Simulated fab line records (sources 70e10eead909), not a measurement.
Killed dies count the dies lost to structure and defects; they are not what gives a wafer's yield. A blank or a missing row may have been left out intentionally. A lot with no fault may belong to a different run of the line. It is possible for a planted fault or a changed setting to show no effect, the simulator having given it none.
A sampling plan put to the test | flow nand harc | one fab line, 45 faults that these records tell of, each judged on the records of the lots that it struck; 1 more is left out, because the records don't allow judging it
The plan is the line's own looks: the steps of the route at which a gauge or an inspection reads the wafer and doesn't change it. A look is open to judgement when struck wafers have a number at it and the file gives its usual mean and standard deviation on fault-free wafers. Caught: a look later than the fault's first step finds the struck wafers' mean 4 or more of those standard deviations (sigma) from the usual mean. On the tool: the fault's steps, tested the same way using the tool's own readings. It also counts as caught if the struck wafers ran another recipe or if their record alone is blank.

== THE FAULTS, as the simulator had put them in ==
1. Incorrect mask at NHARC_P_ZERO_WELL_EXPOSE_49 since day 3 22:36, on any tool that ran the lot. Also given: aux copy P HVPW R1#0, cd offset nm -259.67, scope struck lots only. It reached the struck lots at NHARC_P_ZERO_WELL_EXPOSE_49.
2. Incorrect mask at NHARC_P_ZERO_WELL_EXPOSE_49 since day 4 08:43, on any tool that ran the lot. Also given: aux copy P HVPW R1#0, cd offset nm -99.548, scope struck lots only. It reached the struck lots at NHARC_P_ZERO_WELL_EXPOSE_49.
3. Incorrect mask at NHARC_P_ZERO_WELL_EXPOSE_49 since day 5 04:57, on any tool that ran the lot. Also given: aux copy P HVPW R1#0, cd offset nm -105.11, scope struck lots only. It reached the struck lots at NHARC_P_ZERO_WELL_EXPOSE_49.
4. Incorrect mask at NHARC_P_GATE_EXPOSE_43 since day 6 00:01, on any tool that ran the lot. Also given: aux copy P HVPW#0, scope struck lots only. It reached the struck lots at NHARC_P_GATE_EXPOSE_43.
5. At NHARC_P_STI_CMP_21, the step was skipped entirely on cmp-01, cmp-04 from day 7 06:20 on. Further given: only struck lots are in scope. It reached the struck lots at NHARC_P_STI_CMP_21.
6. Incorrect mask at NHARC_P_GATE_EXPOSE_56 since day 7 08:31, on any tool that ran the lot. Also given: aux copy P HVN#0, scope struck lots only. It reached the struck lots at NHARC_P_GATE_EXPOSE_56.
7. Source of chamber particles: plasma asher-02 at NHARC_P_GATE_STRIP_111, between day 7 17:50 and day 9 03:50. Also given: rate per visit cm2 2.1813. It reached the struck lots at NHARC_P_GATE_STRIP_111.
8. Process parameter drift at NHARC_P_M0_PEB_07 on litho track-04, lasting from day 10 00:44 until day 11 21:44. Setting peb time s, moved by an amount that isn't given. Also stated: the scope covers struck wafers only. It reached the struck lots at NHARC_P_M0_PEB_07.
9. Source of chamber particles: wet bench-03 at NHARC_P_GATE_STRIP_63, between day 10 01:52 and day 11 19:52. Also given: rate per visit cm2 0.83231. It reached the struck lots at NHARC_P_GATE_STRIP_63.
10. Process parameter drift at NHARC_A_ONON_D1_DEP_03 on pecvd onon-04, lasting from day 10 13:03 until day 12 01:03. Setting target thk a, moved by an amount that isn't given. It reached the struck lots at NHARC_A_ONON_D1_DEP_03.
11. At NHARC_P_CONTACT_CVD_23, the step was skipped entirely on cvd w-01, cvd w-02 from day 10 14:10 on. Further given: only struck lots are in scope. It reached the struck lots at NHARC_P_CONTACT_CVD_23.
12. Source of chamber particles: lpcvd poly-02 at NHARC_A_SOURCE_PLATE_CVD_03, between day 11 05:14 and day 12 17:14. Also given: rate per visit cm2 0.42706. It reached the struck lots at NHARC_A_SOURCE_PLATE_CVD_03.
13. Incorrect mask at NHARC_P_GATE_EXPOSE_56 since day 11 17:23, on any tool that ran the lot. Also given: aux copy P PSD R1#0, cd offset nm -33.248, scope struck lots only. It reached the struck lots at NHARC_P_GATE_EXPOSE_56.
14. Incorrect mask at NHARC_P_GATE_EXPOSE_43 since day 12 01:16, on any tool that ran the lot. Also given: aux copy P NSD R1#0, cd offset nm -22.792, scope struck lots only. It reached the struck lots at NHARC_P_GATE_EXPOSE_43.
15. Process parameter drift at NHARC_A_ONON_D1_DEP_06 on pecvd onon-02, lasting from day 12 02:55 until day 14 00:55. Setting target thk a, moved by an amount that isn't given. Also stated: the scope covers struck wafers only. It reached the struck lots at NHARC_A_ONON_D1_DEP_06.
16. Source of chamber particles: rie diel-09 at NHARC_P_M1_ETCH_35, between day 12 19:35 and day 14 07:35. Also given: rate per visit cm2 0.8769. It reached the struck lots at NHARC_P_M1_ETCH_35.
17. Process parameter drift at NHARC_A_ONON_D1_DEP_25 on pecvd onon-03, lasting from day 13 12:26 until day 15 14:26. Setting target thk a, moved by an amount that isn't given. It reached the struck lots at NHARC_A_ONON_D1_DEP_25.
18. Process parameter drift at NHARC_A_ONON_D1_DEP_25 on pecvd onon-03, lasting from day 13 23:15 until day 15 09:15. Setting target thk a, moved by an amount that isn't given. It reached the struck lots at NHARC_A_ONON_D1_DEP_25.
19. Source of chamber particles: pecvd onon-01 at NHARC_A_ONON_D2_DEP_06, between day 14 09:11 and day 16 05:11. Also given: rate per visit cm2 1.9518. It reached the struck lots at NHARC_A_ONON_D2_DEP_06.
20. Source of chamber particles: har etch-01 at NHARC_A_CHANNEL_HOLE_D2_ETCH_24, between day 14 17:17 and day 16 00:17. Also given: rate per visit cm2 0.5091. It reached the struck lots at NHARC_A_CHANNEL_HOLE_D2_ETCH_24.
21. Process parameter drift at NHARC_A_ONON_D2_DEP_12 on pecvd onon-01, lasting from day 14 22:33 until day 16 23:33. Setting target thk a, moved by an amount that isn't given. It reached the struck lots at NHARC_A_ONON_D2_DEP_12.
22. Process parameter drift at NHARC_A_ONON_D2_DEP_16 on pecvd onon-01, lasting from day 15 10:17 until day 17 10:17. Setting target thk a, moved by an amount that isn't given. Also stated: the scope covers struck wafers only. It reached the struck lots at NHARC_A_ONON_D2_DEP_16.
23. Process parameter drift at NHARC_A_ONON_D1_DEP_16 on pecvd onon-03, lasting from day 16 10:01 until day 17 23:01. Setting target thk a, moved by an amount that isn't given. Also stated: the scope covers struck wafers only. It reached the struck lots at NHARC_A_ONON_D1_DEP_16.
24. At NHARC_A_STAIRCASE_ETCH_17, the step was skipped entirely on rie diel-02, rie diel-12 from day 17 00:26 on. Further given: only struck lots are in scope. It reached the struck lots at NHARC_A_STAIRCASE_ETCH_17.
25. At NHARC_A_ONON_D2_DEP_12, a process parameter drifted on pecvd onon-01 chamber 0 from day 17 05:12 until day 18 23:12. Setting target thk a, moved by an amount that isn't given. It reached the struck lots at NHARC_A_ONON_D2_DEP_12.
26. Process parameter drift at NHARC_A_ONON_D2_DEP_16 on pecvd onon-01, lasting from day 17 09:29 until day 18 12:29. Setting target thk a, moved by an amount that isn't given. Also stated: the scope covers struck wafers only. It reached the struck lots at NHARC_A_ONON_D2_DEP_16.
27. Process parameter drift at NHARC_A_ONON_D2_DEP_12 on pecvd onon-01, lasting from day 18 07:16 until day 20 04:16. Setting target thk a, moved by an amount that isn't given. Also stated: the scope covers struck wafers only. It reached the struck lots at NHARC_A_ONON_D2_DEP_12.
28. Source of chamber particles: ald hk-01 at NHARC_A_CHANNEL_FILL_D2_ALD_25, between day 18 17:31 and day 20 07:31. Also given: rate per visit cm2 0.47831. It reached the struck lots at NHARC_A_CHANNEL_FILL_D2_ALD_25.
29. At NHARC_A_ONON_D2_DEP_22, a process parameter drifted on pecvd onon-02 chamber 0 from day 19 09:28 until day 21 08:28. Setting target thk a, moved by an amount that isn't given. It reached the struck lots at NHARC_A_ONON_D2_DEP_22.
30. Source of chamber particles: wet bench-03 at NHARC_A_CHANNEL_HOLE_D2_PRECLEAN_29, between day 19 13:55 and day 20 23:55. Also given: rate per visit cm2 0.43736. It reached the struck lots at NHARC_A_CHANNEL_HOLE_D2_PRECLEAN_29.
31. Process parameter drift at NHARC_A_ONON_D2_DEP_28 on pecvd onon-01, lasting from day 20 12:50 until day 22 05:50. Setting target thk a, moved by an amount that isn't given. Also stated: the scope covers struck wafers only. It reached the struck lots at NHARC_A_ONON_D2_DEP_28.
32. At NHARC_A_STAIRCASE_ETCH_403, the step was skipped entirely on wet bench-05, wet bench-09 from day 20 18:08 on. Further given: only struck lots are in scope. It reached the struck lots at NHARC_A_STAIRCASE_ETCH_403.
33. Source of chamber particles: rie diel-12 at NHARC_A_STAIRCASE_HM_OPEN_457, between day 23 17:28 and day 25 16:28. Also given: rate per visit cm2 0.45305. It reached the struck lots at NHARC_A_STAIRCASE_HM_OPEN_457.
34. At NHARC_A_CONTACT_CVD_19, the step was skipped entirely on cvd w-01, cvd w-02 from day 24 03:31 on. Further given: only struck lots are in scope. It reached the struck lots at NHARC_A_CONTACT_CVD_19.
35. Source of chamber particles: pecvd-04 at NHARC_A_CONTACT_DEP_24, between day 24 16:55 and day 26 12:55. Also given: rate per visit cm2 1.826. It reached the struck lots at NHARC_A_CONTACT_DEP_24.
36. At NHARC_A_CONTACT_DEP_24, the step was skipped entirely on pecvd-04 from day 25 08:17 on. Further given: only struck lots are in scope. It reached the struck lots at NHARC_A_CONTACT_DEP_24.
37. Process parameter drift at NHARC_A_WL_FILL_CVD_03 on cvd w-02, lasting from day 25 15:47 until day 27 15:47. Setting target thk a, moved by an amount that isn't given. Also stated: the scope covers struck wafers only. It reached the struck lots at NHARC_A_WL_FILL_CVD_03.
38. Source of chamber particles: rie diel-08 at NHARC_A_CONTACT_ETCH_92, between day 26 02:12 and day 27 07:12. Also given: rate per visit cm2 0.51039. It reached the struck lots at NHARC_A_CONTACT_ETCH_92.
39. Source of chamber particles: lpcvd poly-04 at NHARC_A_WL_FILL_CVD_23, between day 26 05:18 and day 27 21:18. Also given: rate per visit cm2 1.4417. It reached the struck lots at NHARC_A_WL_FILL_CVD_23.
40. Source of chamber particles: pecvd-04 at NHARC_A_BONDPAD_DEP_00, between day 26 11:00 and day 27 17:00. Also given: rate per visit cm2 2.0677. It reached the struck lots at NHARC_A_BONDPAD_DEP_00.
41. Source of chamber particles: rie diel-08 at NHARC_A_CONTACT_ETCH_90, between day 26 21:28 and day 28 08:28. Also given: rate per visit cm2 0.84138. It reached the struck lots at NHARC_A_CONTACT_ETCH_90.
42. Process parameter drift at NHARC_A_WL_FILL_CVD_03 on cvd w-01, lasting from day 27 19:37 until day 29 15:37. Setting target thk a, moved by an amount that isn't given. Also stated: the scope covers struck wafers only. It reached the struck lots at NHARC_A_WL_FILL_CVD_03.
43. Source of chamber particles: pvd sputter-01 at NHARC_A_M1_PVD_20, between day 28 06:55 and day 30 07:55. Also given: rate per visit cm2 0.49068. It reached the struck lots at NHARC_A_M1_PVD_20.
44. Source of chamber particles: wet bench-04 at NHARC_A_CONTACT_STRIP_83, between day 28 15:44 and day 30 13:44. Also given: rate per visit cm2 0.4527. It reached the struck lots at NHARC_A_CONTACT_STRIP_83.
45. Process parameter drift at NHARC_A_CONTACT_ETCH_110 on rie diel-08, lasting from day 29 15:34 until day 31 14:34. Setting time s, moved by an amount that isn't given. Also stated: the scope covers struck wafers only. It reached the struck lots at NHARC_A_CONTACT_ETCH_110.

== WHAT THE PLAN SAW ==
fault | on the tool itself                               | first look that catches it                      | reading, sigma                                                          | median hours from its first step to that look | hours from the fault's start to the first struck lot there | judged looks passed uncaught
1     | under 2 sigma                                    | NHARC_P_ZERO_WELL_CD_MEAS_52                    | cd nm -99 or beyond                                                     | 0.2                                           | 5                                                          | 0
2     | under 2 sigma                                    | NHARC_P_ZERO_WELL_CD_MEAS_52                    | cd nm -65                                                               | 0.2                                           | 5                                                          | 0
3     | no reading that can be judged                    | NHARC_P_ZERO_WELL_CD_MEAS_52                    | cd nm -70                                                               | 0.1                                           | 5                                                          | 0
4     | no reading that can be judged                    | NHARC_END_SORT_01                               | killed at periphery +99 or beyond                                       | 462.8                                         | 466                                                        | 0
5     | the tool's record is blank for the struck wafers | NHARC_END_SORT_01                               | killed at periphery +99 or beyond                                       | 492.1                                         | 498                                                        | 0
6     | no reading that can be judged                    | NHARC_END_SORT_01                               | killed at periphery +99 or beyond                                       | 448.0                                         | 448                                                        | 0
7     | under 2 sigma                                    | NHARC_P_GATE_INSPECT_68                         | raw defect count +18                                                    | 6.2                                           | 14                                                         | 0
8     | heater power total W +47 sigma                   | NHARC_P_M0_CD_MEAS_09                           | cd nm -14                                                               | 0.1                                           | 27                                                         | 0
9     | no reading that can be judged                    | NHARC_P_GATE_INSPECT_68                         | raw defect count +6.5                                                   | 3.9                                           | 20                                                         | 0
10    | no reading that can be judged                    | NHARC_A_ONON_D1_THK_MEAS_05                     | thk nm +9.3                                                             | 0.5                                           | 24                                                         | 0
11    | the tool's record is blank for the struck wafers | NHARC_END_SORT_01                               | killed at periphery +99 or beyond                                       | 439.9                                         | 448                                                        | 0
12    | under 2 sigma                                    | NHARC_A_SOURCE_PLATE_INSPECT_08                 | raw defect count +12                                                    | 11.4                                          | 16                                                         | 0
13    | no reading that can be judged                    | NHARC_P_GATE_CD_MEAS_59                         | cd nm -16                                                               | 0.1                                           | 0                                                          | 0
14    | no reading that can be judged                    | NHARC_P_GATE_CD_MEAS_46                         | cd nm -12                                                               | 0.1                                           | 10                                                         | 0
15    | no reading that can be judged                    | NHARC_A_ONON_D1_THK_MEAS_08                     | thk nm -21                                                              | 0.5                                           | 21                                                         | 0
16    | under 2 sigma                                    | NHARC_END_SORT_01                               | killed at periphery +37                                                 | 441.4                                         | 457                                                        | 0
17    | under 2 sigma                                    | NHARC_A_ONON_D1_THK_MEAS_27                     | thk nm -6.9                                                             | 0.4                                           | 3                                                          | 0
18    | under 2 sigma                                    | NHARC_A_ONON_D1_THK_MEAS_27                     | thk nm -32                                                              | 0.5                                           | 9                                                          | 0
19    | no reading that can be judged                    | NHARC_END_SORT_01                               | killed at array +6.1                                                    | 293.4                                         | 303                                                        | 1
20    | under 2 sigma                                    | NHARC_A_CHANNEL_HOLE_D2_INSPECT_40              | raw defect count +4.5                                                   | 3.8                                           | 8                                                          | 0
21    | no reading that can be judged                    | NHARC_A_ONON_D2_THK_MEAS_14                     | thk nm -34                                                              | 0.5                                           | 22                                                         | 0
22    | under 2 sigma                                    | NHARC_A_ONON_D2_THK_MEAS_18                     | thk nm -18                                                              | 0.4                                           | 38                                                         | 0
23    | under 2 sigma                                    | NHARC_A_ONON_D1_THK_MEAS_18                     | thk nm -35                                                              | 0.3                                           | 10                                                         | 0
24    | the tool's record is blank for the struck wafers | NHARC_END_SORT_01                               | killed at array +32                                                     | 208.5                                         | 211                                                        | 0
25    | under 2 sigma                                    | NHARC_A_ONON_D2_THK_MEAS_14                     | thk nm +79                                                              | 0.4                                           | 16                                                         | 0
26    | no reading that can be judged                    | NHARC_A_ONON_D2_THK_MEAS_18                     | thk nm -20                                                              | 0.5                                           | 11                                                         | 0
27    | no reading that can be judged                    | NHARC_A_ONON_D2_THK_MEAS_14                     | thk nm +49                                                              | 0.4                                           | 11                                                         | 0
28    | under 2 sigma                                    | NHARC_END_SORT_01                               | killed at array +4.0                                                    | 217.8                                         | 224                                                        | 1
29    | under 2 sigma                                    | NHARC_A_ONON_D2_THK_MEAS_24                     | thk nm +77                                                              | 0.5                                           | 7                                                          | 0
30    | under 2 sigma                                    | none of the 2 looks that can be judged after it | strongest: raw defect count at NHARC_A_CHANNEL_HOLE_D2_INSPECT_40, +3.7 | -                                             | -                                                          | 2
31    | no reading that can be judged                    | NHARC_A_ONON_D2_THK_MEAS_30                     | thk nm +12                                                              | 0.5                                           | 34                                                         | 0
32    | no reading that can be judged                    | NHARC_END_SORT_01                               | killed at array +32                                                     | 129.8                                         | 129                                                        | 0
33    | under 2 sigma                                    | none of the 2 looks that can be judged after it | strongest: killed at array at NHARC_END_SORT_01, +3.8                   | -                                             | -                                                          | 2
34    | the tool's record is blank for the struck wafers | NHARC_END_SORT_01                               | killed dies +32                                                         | 49.0                                          | 47                                                         | 1
35    | under 2 sigma                                    | NHARC_END_SORT_01                               | killed at array +4.7                                                    | 106.6                                         | 108                                                        | 0
36    | the tool's record is blank for the struck wafers | NHARC_END_SORT_01                               | killed at array +32                                                     | 84.5                                          | 93                                                         | 0
37    | under 2 sigma                                    | NHARC_END_SORT_01                               | killed dies +20                                                         | 100.3                                         | 113                                                        | 0
38    | under 2 sigma                                    | none of the 2 looks that can be judged after it | strongest: killed dies at NHARC_END_SORT_01, +3.6                       | -                                             | -                                                          | 2
39    | under 2 sigma                                    | NHARC_END_SORT_01                               | killed dies +5.1                                                        | 85.4                                          | 96                                                         | 1
40    | under 2 sigma                                    | NHARC_END_SORT_01                               | killed at array +4.7                                                    | 32.9                                          | 37                                                         | 1
41    | under 2 sigma                                    | none of the 2 looks that can be judged after it | strongest: killed at array at NHARC_END_SORT_01, +3.0                   | -                                             | -                                                          | 2
42    | under 2 sigma                                    | NHARC_END_SORT_01                               | killed at array +11                                                     | 99.0                                          | 102                                                        | 0
43    | under 2 sigma                                    | not the one look that can be judged after it    | strongest: killed dies at NHARC_END_SORT_01, +3.1                       | -                                             | -                                                          | 1
44    | no reading that can be judged                    | NHARC_END_SORT_01                               | killed at array +4.2                                                    | 61.6                                          | 72                                                         | 2
45    | run length s -10 sigma                           | NHARC_END_SORT_01                               | killed at array +31                                                     | 53.9                                          | 57                                                         | 0
A dash: the fault is not caught, or the number is missing from these records.

Caught at a look: 40 of 45. Caught on the tool: 7 of 45. By one or the other: 40 of 45.
Caught at a look alone: faults 1, 2, 3, 4, 6, 7, 9, 10, 12, 13, 14, 15, 16, 17, 18, 19, 20, 21, 22, 23, 25, 26, 27, 28, 29, 31, 32, 35, 37, 39, 40, 42, 44.
Caught by neither: faults 30, 33, 38, 41, 43.

== THINNER SAMPLING ==
Were the look that catches a fault to measure just every second or every third lot (counted by lot number), the first struck lot would, at worst, be measured this late:
fault | struck lots at that look, in order of time | every lot | every second lot | every third lot
1     | L499                                       | 5 h       | may miss it      | may miss it
2     | L497                                       | 5 h       | may miss it      | may miss it
3     | L359                                       | 5 h       | may miss it      | may miss it
4     | L640                                       | 466 h     | may miss it      | may miss it
5     | L814, L815                                 | 498 h     | 499 h            | may miss all 2
6     | L592                                       | 448 h     | may miss it      | may miss it
7     | L959, L961                                 | 14 h      | may miss all 2   | may miss all 2
8     | L192, L193                                 | 27 h      | 34 h             | may miss all 2
9     | L193, L195                                 | 20 h      | may miss all 2   | may miss all 2
10    | L184, L185                                 | 24 h      | 34 h             | may miss all 2
11    | L801, L802                                 | 448 h     | 452 h            | may miss all 2
12    | L737, L739                                 | 16 h      | may miss all 2   | may miss all 2
13    | L796                                       | 0 h       | may miss it      | may miss it
14    | L712                                       | 10 h      | may miss it      | may miss it
15    | L435, L437                                 | 21 h      | may miss all 2   | may miss all 2
16    | L186, L187, L188                           | 457 h     | 461 h            | 465 h
17    | L580, L581                                 | 3 h       | 20 h             | may miss all 2
18    | L366, L369                                 | 9 h       | 29 h             | may miss all 2
19    | L831, L832                                 | 303 h     | 313 h            | may miss all 2
20    | L321, L320                                 | 8 h       | 12 h             | may miss all 2
21    | L992, L993                                 | 22 h      | 40 h             | may miss all 2
22    | L874                                       | 38 h      | may miss it      | may miss it
23    | L999, L100, L102                           | 10 h      | 21 h             | may miss all 3
24    | L662, L663                                 | 211 h     | 216 h            | may miss all 2
25    | L515, L518                                 | 16 h      | 38 h             | may miss all 2
26    | L742, L744                                 | 11 h      | may miss all 2   | may miss all 2
27    | L815, L816                                 | 11 h      | 22 h             | may miss all 2
28    | L912, L913                                 | 224 h     | 252 h            | may miss all 2
29    | L442, L443                                 | 7 h       | 21 h             | may miss all 2
31    | L149                                       | 34 h      | may miss it      | may miss it
32    | L920, L923, L924                           | 129 h     | 150 h            | may miss all 3
34    | L780, L784                                 | 47 h      | may miss all 2   | may miss all 2
35    | L288, L289                                 | 108 h     | 133 h            | may miss all 2
36    | L599, L600, L601                           | 93 h      | 97 h             | 117 h
37    | L761, L762                                 | 113 h     | 117 h            | may miss all 2
39    | L393, L394                                 | 96 h      | 101 h            | may miss all 2
40    | L804, L805                                 | 37 h      | 38 h             | may miss all 2
42    | L254, L255, L257                           | 102 h     | 107 h            | may miss all 3
44    | L384, L387                                 | 72 h      | 85 h             | may miss all 2
45    | L211, L212                                 | 57 h      | 58 h             | may miss all 2
Hours count from the start of the fault until the first struck lot that is measured. 4 sigma limit: tested on the pooled struck wafers, so a lone lot may be under it. Other struck lots may not be in these records.

== THE LONGEST TIMED WAY FROM STEP TO LOOK ==
Fault 5: median gap of 492.1 hours between NHARC_P_STI_CMP_21 and NHARC_END_SORT_01. No look between them can be judged.
